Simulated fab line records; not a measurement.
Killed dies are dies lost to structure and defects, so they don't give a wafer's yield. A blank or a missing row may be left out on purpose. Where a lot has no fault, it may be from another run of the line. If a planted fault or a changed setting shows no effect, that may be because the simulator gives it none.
A lot that was struck, set against a sound lot :: flow nand_harc :: 14 steps out of a route of 1302
Sound: these wafers, L111.2, L111.5, L111.6. Wafers struck: L116.1, L116.3, L116.5. The cause is given at the end.
Each step with rows lists, per side, the tool, then ch with its chambers, then its first start. Under that, the readings that differ: sound wafers :: struck wafers :: difference of the means :: sigmas: that difference in standard deviations of wafers without a fault.
alike: readings whose means differ by less than 2 such deviations, and words and numbers that are the same on both sides. not compared: withheld readings, readings that some wafer has no value for, bounds like >300 that may hide the same value, and numbers for which the record gives no deviation and whose values overlap.
A row with sigmas, a row that says differs or no value, or rows on one side alone: a step with any of these is where the two part. When numbers do not overlap yet have no deviation, they are printed without sigmas and do not part them. A reading that every wafer of one side lacks parts them only if that side has two wafers or more.

first, 2 steps without rows for these wafers: NHARC_A_SOURCE_PLATE_SRD_01; NHARC_A_SOURCE_PLATE_OXIDE_02 (material SiO2, target thk 10 nm, ox time 1362 s).
NHARC_A_SOURCE_PLATE_THK_MEAS_09: measures by ellipsometry.
  sound: film_metro-02 at day 8 12:16; struck: film_metro-02 at day 10 17:37
  alike: thk_nm
then, 3 steps without rows for these wafers: NHARC_A_SOURCE_PLATE_PVD_04 (deposits WSi2, target thk 50 nm); NHARC_A_SOURCE_PLATE_CVD_03 (deposits poly-Si, target thk 200 nm, time 4000 s); NHARC_A_SOURCE_PLATE_ANNEAL_05 (time 1800 s).
NHARC_A_SOURCE_PLATE_THK_MEAS_06: measures by ellipsometry.
  sound: film_metro-01 at day 9 01:15; struck: film_metro-01 at day 11 06:04
  alike: thk_nm
NHARC_A_SOURCE_PLATE_INSPECT_08:
  sound: defect_inspect-01 at day 9 01:19; struck: defect_inspect-02 at day 11 06:08
  alike: raw_defect_count
then NHARC_A_ONON_D1_DEP_00 (target thk 1000 nm), 1 step lacking rows for these wafers.
NHARC_A_ONON_D1_THK_MEAS_02: measures by ellipsometry.
  sound: film_metro-02 at day 9 01:53; struck: film_metro-02 at day 11 06:43
  alike: thk_nm
NHARC_A_ONON_D1_DEP_03: target thk 1000 nm.
  sound on pecvd_onon-04 ch 0, day 9 02:00; struck on pecvd_onon-04 ch 0, day 11 06:46
NHARC_A_ONON_D1_THK_MEAS_05: measures by ellipsometry.
  sound: film_metro-02 at day 9 02:27; struck: film_metro-01 at day 11 07:16
reading: thk_nm (nm)
sound: 995 993 994
struck: 675 673 674
difference: -320
sigmas: -42
then NHARC_A_ONON_D1_DEP_06 (target thk 1000 nm), 1 step lacking rows for these wafers.
-- the record jumps here: 17 days lie between the struck wafers' starts before and after (it left off in module A_ONON_D1 and takes up again in module END, whose first step shown is number 1302 of the route) --
NHARC_END_SORT_01:
  sound on prober-02 ch 0, day 25 11:19; struck on prober-01 ch 0, day 28 00:50
reading: killed_at_array
sound: 77 81 80
struck: 671 672 670
difference: +592
sigmas: +49

reading: killed_dies
sound: 83 88 85
struck: 677 677 677
difference: +592
sigmas: +49
  alike: killed_at_other, killed_at_periphery, killed_open, killed_short

## WHERE THEY PART
Earliest at NHARC_A_ONON_D1_THK_MEAS_05; latest, in this record, at NHARC_END_SORT_01.

WHY: whatever the simulator had introduced
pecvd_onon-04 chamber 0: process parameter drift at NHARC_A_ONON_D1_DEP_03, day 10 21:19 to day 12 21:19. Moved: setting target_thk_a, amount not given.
